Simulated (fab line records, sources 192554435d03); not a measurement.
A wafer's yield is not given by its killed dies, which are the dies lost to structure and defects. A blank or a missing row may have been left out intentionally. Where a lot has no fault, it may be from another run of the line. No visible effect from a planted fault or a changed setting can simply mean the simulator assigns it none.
What tool caused it? | flow n5-finfet | 8 lots with 24 wafers sampled at 3 steps, on a route of 1938 steps

== WHAT EACH GAUGE READ, for each wafer ==
N5_BEOL_M2_OCD_MEAS_38.
lot  | measured     | on     | trench-depth-nm (nm)
L836 | day 7 04:19  | ocd-01 | 55.7 55.7 55.5
L840 | day 8 07:13  | ocd-02 | 56.0 60.6 60.6
L845 | day 9 09:17  | ocd-02 | 60.1 56.5 60.3
L849 | day 10 09:06 | ocd-01 | 55.8 53.2 55.2
L856 | day 12 03:48 | ocd-01 | 51.7 54.0 56.7
L857 | day 12 11:38 | ocd-01 | 54.9 55.4 56.0
L855 | day 12 12:04 | ocd-01 | 57.0 54.2 54.0
L858 | day 12 15:44 | ocd-02 | 55.7 53.5 56.1

== WHICH TOOL RAN EACH LOT (tool, then ch and the chambers of the sampled wafers, then the start) ==
lot  | N5_BEOL_M2_STRIP_19               | N5_BEOL_M2_TRENCH_ETCH_37
L836 | rie-diel-06 ch 1,2, day 7 02:52   | rie-diel-06 ch 1,2,3, day 7 04:10
L840 | rie-diel-01 ch 0,2,3, day 8 02:16 | rie-diel-06 ch 2,3, day 8 07:03
L845 | rie-diel-01 ch 1,3, day 9 03:37   | rie-diel-06 ch 1,3, day 9 09:08
L849 | rie-diel-05 ch 1,3, day 10 02:14  | rie-diel-01 ch 0,1,2, day 10 08:57
L856 | rie-diel-06 ch 2,3, day 11 22:46  | rie-diel-01 ch 0,1,2, day 12 03:38
L857 | rie-diel-05 ch 0,1, day 12 04:14  | rie-diel-06 ch 0,3, day 12 11:28
L855 | rie-diel-01 ch 0,1, day 12 09:07  | rie-diel-06 ch 0,1, day 12 11:55
L858 | rie-diel-01 ch 0,2, day 12 13:13  | rie-diel-05 ch 1,2,3, day 12 15:35
- N5_BEOL_M2_STRIP_19: strips in O2.
- N5_BEOL_M2_TRENCH_ETCH_37: etches SiOC in C4F6/O2, target depth 55.555 nm, time 29.2 s.

== THE ANSWER, worked out from the rows above alone ==
Rule: the lots themselves supply what counts as usual. Put in order of their means at a reading, lots are off if they are a third of the lots or fewer, leave a main group of 4 or more, and stand apart from it by a gap of 3 or more times the standard deviation of the main group's means; of several such gaps the widest counts. A main group whose means are all the same, to the digits that the tables above print for the reading, isn't used. A lot without any number at a reading at which 4 lots or more have one is off too. Where the step has rows for the other lots, those lots are counted as sound.
Off at N5_BEOL_M2_OCD_MEAS_38 (trench-depth-nm): L840, L845. Main group: mean 55.0 nm, sd 0.49.
If a tool, at a process step before that reading, ran all the lots that are off and no sound lot after the first of them, it fits. Gauges at N5_BEOL_M2_OCD_MEAS_38: tried the same way as those tools. None of those tried fits.

== WHAT WAS PUT IN BY THE SIMULATOR ==
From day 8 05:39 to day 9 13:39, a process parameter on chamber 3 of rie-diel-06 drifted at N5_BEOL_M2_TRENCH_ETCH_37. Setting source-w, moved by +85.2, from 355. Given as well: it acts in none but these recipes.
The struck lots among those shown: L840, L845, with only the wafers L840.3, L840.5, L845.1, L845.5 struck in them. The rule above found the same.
